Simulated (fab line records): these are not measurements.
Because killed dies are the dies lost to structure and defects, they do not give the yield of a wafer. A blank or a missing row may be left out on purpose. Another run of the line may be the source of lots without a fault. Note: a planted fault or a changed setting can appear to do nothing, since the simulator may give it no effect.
Chamber matching | flow n5_finfet | pecvd-01 running N5_FIN_SAQP_PECVD_48: 3 sister chambers
The step deposits SiNx from SiH4/NH3/N2, target thk 25 nm, time 22.1 s. 14 wafers are shown with their chamber, then 7 later ones without.

== WAFERS WITH THEIR CHAMBER ==
wafer  | chamber | throttle_valve_pct (%) | showerhead_plenum_p_Torr (Torr) | heater_power_w (W)
L074.2 | 1       | 41.7                   | 5.15                            | 806
L074.3 | 1       | 41.8                   | 5.13                            | 802
L074.4 | 0       | 42.5                   | 5.18                            | 734
L080.1 | 0       | 42.3                   | 5.16                            | 739
L080.3 | 2       | 39.1                   | 5.15                            | 745
L080.4 | 0       | 42.8                   | 5.17                            | 727
L081.1 | 2       | 39.0                   | 5.15                            | 706
L081.3 | 1       | 41.8                   | 5.14                            | 792
L081.6 | 2       | 39.1                   | 5.14                            | 707
L082.1 | 2       | 39.2                   | 5.14                            | 745
L082.3 | 1       | 41.7                   | 5.15                            | 890
L082.4 | 0       | 42.4                   | 5.17                            | 685
L084.2 | 2       | 39.1                   | 5.14                            | 669
L084.3 | 1       | 42.1                   | 5.14                            | 863

SIGNATURES (means of the wafers above)
reading                  | chamber 0 | chamber 1 | chamber 2 | scatter within a chamber
throttle_valve_pct       | 42.500    | 41.820    | 39.100    | 0.156
showerhead_plenum_p_Torr | 5.1700    | 5.1420    | 5.1440    | 0.00739
heater_power_w           | 721.25    | 830.60    | 714.40    | 34.9
Rule: a wafer's distance from a chamber is the root of the sum, over the readings, of the square of ((its reading less the chamber's mean) divided by the reading's scatter). If the next closest chamber is less than 2 further off than the closest, the wafer can't be placed; otherwise it belongs to the closest. The scatter: the root of (the sum of the squares of (reading less its chamber's mean) over the shown wafers, divided by (wafers less chambers)).

== WAFERS WHOSE CHAMBER IS MISSING ==
wafer  | throttle_valve_pct (%) | showerhead_plenum_p_Torr (Torr) | heater_power_w (W)
L084.6 | 41.7                   | 5.14                            | 859
L091.2 | 39.4                   | 5.15                            | 706
L091.5 | 42.3                   | 5.16                            | 717
L091.6 | 41.9                   | 5.14                            | 916
L094.3 | 42.7                   | 5.17                            | 758
L094.4 | 41.8                   | 5.14                            | 907
L094.6 | 42.4                   | 5.17                            | 760

== EACH ONE'S CHAMBER ==
wafer  | from the rows above | in truth
L084.6 | 1                   | 1
L091.2 | 2                   | 2
L091.5 | 0                   | 0
L091.6 | 1                   | 1
L094.3 | 0                   | 0
L094.4 | 1                   | 1
L094.6 | 0                   | 0
7 of 7 placed correctly. Number that these rows cannot place: 0. Placed wrongly: 0.
